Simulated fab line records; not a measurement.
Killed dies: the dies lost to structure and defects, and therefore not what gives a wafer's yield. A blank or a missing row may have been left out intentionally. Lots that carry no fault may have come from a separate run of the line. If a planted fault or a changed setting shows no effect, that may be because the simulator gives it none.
Struck lot and sound lot, side by side ; flow n5-finfet ; 16 out of 1938 route steps
Sound: the wafers L370.1, L370.2, L370.5. Struck: wafer L386.5; the same lot's L386.1 was not struck, so it is left out; see the end for the cause.
At each step with rows: each side's tool, then ch and its chambers, then its first start. Under that, the readings that differ: sound wafers ; struck wafers ; difference of the means ; sigmas: that difference in standard deviations of wafers without a fault.
alike: words and numbers the same on both sides, and readings whose means are apart by under 2 such deviations; not compared: readings that were withheld, readings missing a value for some wafer, numbers with overlapping values and no deviation given by the record, and bounds like >300 which may hide the same value.
A row with sigmas, a row that says differs or no value, or rows on one side alone: a step with any of these is where the two part. When numbers do not overlap yet have no deviation, they are printed without sigmas and do not part them. A reading that every wafer of one side lacks parts them only if that side has two wafers or more.

first, 8 steps without rows for these wafers: N5_BEOL_M3_COAT_62 (time 60 s, resist thk 12 nm); N5_BEOL_M3_COAT_73 (time 60 s, resist thk 5 nm); N5_BEOL_M3_COAT_05 (resist thk 30 nm); N5_BEOL_M3_EBR_07; N5_BEOL_M3_SOFTBAKE_06 (time 60 s); N5_BEOL_M3_EXPOSE_08 (exposes mask M3); N5_BEOL_M3_PEB_09 (peb time 60 s); N5_BEOL_M3_DEVELOP_10 (develop time 30 s).
N5_BEOL_M3_CD_MEAS_11 targets a cd of 17.05 nm.
  sound on cd-sem-03 ch 0, day 7 13:46; struck on cd-sem-01 ch 0, day 12 09:34
reading;sound;struck;difference;sigmas
cd-nm (nm);17.32 17.57 17.45;16.78;-0.67;-2
N5_BEOL_M3_OVL_MEAS_12:
  sound on overlay-02 ch 0, day 7 13:48; struck on overlay-02 ch 0, day 12 09:35
  alike: M3_OVL
N5_BEOL_M3_INSPECT_13: inspects for defects (brightfield).
  sound on defect-inspect-01, day 7 13:52; struck on defect-inspect-01, day 12 09:38
  alike: raw-defect-count
N5_BEOL_M3_DESCUM_16: chemistry O2, time 7 s.
  sound on rie-diel-06 ch 0,1,2, day 7 13:53; struck on rie-diel-06 ch 3, day 12 09:57
reading;sound;struck;difference;sigmas
rf-vpp-V (V);243.1 246.8 244.2;241.8;-2.9;-2
  alike: drypump-motor-current-A, oes-product-au, showerhead-plenum-p-Torr, throttle-valve-pct
  not compared: rf-hours-counter-h
N5_BEOL_M3_ETCH_74: etches underlayer in N2/H2, target depth 6.5 nm, time 5.2 s.
  sound on rie-diel-06 ch 0,1,2, day 7 13:55; struck on rie-diel-06 ch 3, day 12 09:59
reading;sound;struck;difference;sigmas
etch-rf-on-time-s (s);5.09 4.98 4.87;6.16;+1.18;+8
  alike: drypump-motor-current-A, oes-product-au, rf-vpp-V, showerhead-plenum-p-Torr, throttle-valve-pct
  not compared: rf-hours-counter-h
N5_BEOL_M3_ETCH_63: etches SiARC in CF4, target depth 15.6 nm, time 26 s.
  sound on rie-diel-06 ch 0,1,2, day 7 13:56; struck on rie-diel-06 ch 3, day 12 10:00
  alike: drypump-motor-current-A, etch-rf-on-time-s, oes-product-au, rf-vpp-V, showerhead-plenum-p-Torr, throttle-valve-pct
  not compared: rf-hours-counter-h
N5_BEOL_M4_RC_MEAS_101:
  sound on prober-01 ch 0, day 8 10:38; struck on prober-01 ch 0, day 13 04:05
reading;sound;struck;difference;sigmas
IOFF_N (nA/um);0.21 0.31 0.30;0.18;-0.09;-2
SS_N (mV/dec);72.1 73.4 73.2;71.2;-1.7;-2
  alike: DIBL_N, DIBL_P, IOFF_P, ION_N, ION_P, SS_P, VT_N, VT_P
-- a jump in the record: the struck wafers' starts before and after are 4 days apart (it breaks off in module BEOL_M4 and resumes in module PASSIVATION, where the first step shown is number 1936 of the route) --
N5_PASSIVATION_PROBE_49:
  sound on prober-01, day 11 22:10; struck on prober-01, day 17 15:04
reading;sound;struck;difference;sigmas
sort_bin_4_leakage (%);0 0.42 0.08;0;+0;-3
  alike: defect-limited-yield, killed_at_M0_to_M3, killed_at_M4_up, killed-at-contacts, killed-at-front-end, killed-at-other, killed-dies, killed-open, killed-short, sort_bin_5_function, sort_bin_6_memory, sort-n-pass, sort-yield-pct

== WHERE THEY PART ==
At N5_BEOL_M3_CD_MEAS_11 first; at N5_PASSIVATION_PROBE_49 last (within this record only).

WHY: whatever the simulator had introduced
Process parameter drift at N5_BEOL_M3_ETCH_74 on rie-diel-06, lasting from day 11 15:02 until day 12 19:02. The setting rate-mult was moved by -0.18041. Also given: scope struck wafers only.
